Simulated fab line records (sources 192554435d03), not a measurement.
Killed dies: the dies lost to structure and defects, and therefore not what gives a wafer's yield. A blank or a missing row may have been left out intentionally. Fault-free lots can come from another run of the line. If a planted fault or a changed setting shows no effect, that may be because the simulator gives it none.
Chamber matching || flow n5-finfet || 3 sister chambers for N5_BEOL_M1_CO_CAP_55 on cvd-co-01
The step material Co, precursor CCTBA/H2, target thk 2 nm, time 102.1 s. 3 wafers are shown with their chamber, then 8 later ones without.

WAFERS PAIRED WITH THEIR CHAMBERS
{"wafer": "L081.4", "chamber": 0, "heater-power-w (W)": 237}
{"wafer": "L086.2", "chamber": 1, "heater-power-w (W)": 236}
{"wafer": "L092.2", "chamber": 2, "heater-power-w (W)": 249}

WAFERS WHOSE CHAMBER IS MISSING
{"wafer": "L092.3", "heater-power-w (W)": 231}
{"wafer": "L092.6", "heater-power-w (W)": 226}
{"wafer": "L093.2", "heater-power-w (W)": 234}
{"wafer": "L093.3", "heater-power-w (W)": 244}
{"wafer": "L093.5", "heater-power-w (W)": 246}
{"wafer": "L094.1", "heater-power-w (W)": 232}
{"wafer": "L094.4", "heater-power-w (W)": 231}
{"wafer": "L094.5", "heater-power-w (W)": 235}

WHICH CHAMBER EACH ONE RAN IN
{"wafer": "L092.3", "from the rows above": "can't be placed: 1 or 0", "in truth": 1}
{"wafer": "L092.6", "from the rows above": "can't be placed: 1 or 0", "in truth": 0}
{"wafer": "L093.2", "from the rows above": "can't be placed: 1 or 0", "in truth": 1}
{"wafer": "L093.3", "from the rows above": "can't be placed: 2 or 0 or 1", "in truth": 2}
{"wafer": "L093.5", "from the rows above": "can't be placed: 2 or 0 or 1", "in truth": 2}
{"wafer": "L094.1", "from the rows above": "can't be placed: 1 or 0", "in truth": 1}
{"wafer": "L094.4", "from the rows above": "can't be placed: 1 or 0", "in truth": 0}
{"wafer": "L094.5", "from the rows above": "can't be placed: 1 or 0", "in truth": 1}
Correctly placed: 0 of 8. These rows do not allow placing 8 (true chamber among the candidates in 8). Wrongly placed: 0.
How it was worked out, from the rows above alone: a wafer's distance from a chamber is the root of the sum, over the readings, of the square of ((its reading less the chamber's mean) divided by the reading's scatter). If the next closest chamber is less than 2 further off than the closest, the wafer can't be placed; otherwise it belongs to the closest. A chamber's mean is the mean of its shown wafers. The scatter (one wafer shown for each chamber): square how far every hidden wafer sits from the nearest shown wafer, average those squares and take the square root.
